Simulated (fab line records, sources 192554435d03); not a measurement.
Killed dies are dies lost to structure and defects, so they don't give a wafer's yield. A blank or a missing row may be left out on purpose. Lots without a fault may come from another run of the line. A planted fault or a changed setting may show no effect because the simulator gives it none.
Split-lot experiment | flow n5_finfet | 7 lots, 21 wafers read, on a route of 1938 steps

THE SPLIT
At N5_DUMMY_GATE_EXPOSE_12 (exposes mask GATE, target cd 25 nm), the setting dose_mj was moved away from the recipe's 34 on 9 of the 21 wafers read, by -5.5% to +7.2%. The other wafers ran this setting at the recipe's value.

FROM THE SPLIT TO THE READING: what the file shows between them, 2 steps
- N5_DUMMY_GATE_PEB_13: peb time 60 s
- N5_DUMMY_GATE_DEVELOP_14: develop time 30 s

THE READING
cd_nm, in nm, at N5_DUMMY_GATE_CD_MEAS_15 (target cd 25.8 nm). Fault-free wafers of this fab line usually give 24.99 nm, standard deviation 0.22 nm.

wafer  | tool, chamber at the split | dose_mj as run | against the recipe | cd_nm, nm | against lot-mates on the recipe
L076.1 | euv_scanner-02, 0          | 33.31          | -2.0%              | 25.37     | +0.22
L076.3 | euv_scanner-02, 0          | 34             | recipe             | 25.15     | -
L076.6 | euv_scanner-02, 0          | 33.31          | -2.0%              | 25.51     | +0.36
L082.2 | euv_scanner-01, 0          | 34             | recipe             | 25.27     | -
L082.4 | euv_scanner-01, 0          | 32.12          | -5.5%              | 25.75     | +0.48
L082.5 | euv_scanner-01, 0          | 32.12          | -5.5%              | 25.91     | +0.64
L088.1 | euv_scanner-01, 0          | 34             | recipe             | 24.85     | -
L088.3 | euv_scanner-01, 0          | 34             | recipe             | 24.81     | -
L088.4 | euv_scanner-01, 0          | 34             | recipe             | 25.18     | -
L090.1 | euv_scanner-02, 0          | 34             | recipe             | 24.79     | -
L090.2 | euv_scanner-02, 0          | 36.46          | +7.2%              | 23.59     | -1.30
L090.3 | euv_scanner-02, 0          | 34             | recipe             | 25.00     | -
L091.3 | euv_scanner-01, 0          | 32.96          | -3.1%              | 25.71     | +0.90
L091.4 | euv_scanner-01, 0          | 34             | recipe             | 24.81     | -
L091.6 | euv_scanner-01, 0          | 32.96          | -3.1%              | 25.27     | +0.46
L092.1 | euv_scanner-02, 0          | 35.07          | +3.1%              | 24.69     | -0.53
L092.3 | euv_scanner-02, 0          | 34             | recipe             | 25.22     | -
L092.4 | euv_scanner-02, 0          | 35.07          | +3.1%              | 24.46     | -0.76
L096.2 | euv_scanner-01, 0          | 34             | recipe             | 25.17     | -
L096.3 | euv_scanner-01, 0          | 34             | recipe             | 24.96     | -
L096.5 | euv_scanner-01, 0          | 34             | recipe             | 24.68     | -

THE FIT
A straight line over all 21 wafers: cd_nm changes by -0.168 nm for each +1% of dose_mj; r = -0.93; the points scatter about the line by 0.19 nm.
The same after taking each lot's own level away (the mean of its wafers on the recipe; 21 wafers): -0.158 nm for each +1%; r = -0.92; scatter 0.19 nm.
On that fit, the largest move of dose_mj shifts the reading by 1.1 nm.
The lots' own levels span 24.810 to 25.270 nm, that is 2.1 times the standard deviation above.
So the lot-to-lot level changes the slope little: the two slopes agree.
Check: with one of the wafers moved furthest among these (+7.2%) left out of the fit, the line predicts -1.09 nm for it against its lot-mates. It came out at -1.3 nm against them.

OTHER SPLITS ON THESE WAFERS
These wafers also went through other splits before the reading. Each is held against what the fit with the lots' levels taken away leaves over:
other split on the same wafers            | wafers away from the commonest value | r with cd_nm (lot level and that fit taken away)
N5_PMOS_HMC_CHANNEL_EPI_PEB_07 peb_temp_c | 8                                    | +0.05
N5_PMOS_HMC_CHANNEL_EPI_DESCUM_14 time_s  | 7                                    | -0.29
N5_FIN_SAQP_PECVD_06 time_s               | 4                                    | -0.08
N5_FIN_SAQP_EXPOSE_13 dose_mj             | 6                                    | -0.16

THE FILE'S OWN FIT
cd_nm changes by -0.162 nm for each +1% of dose_mj, r = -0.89.
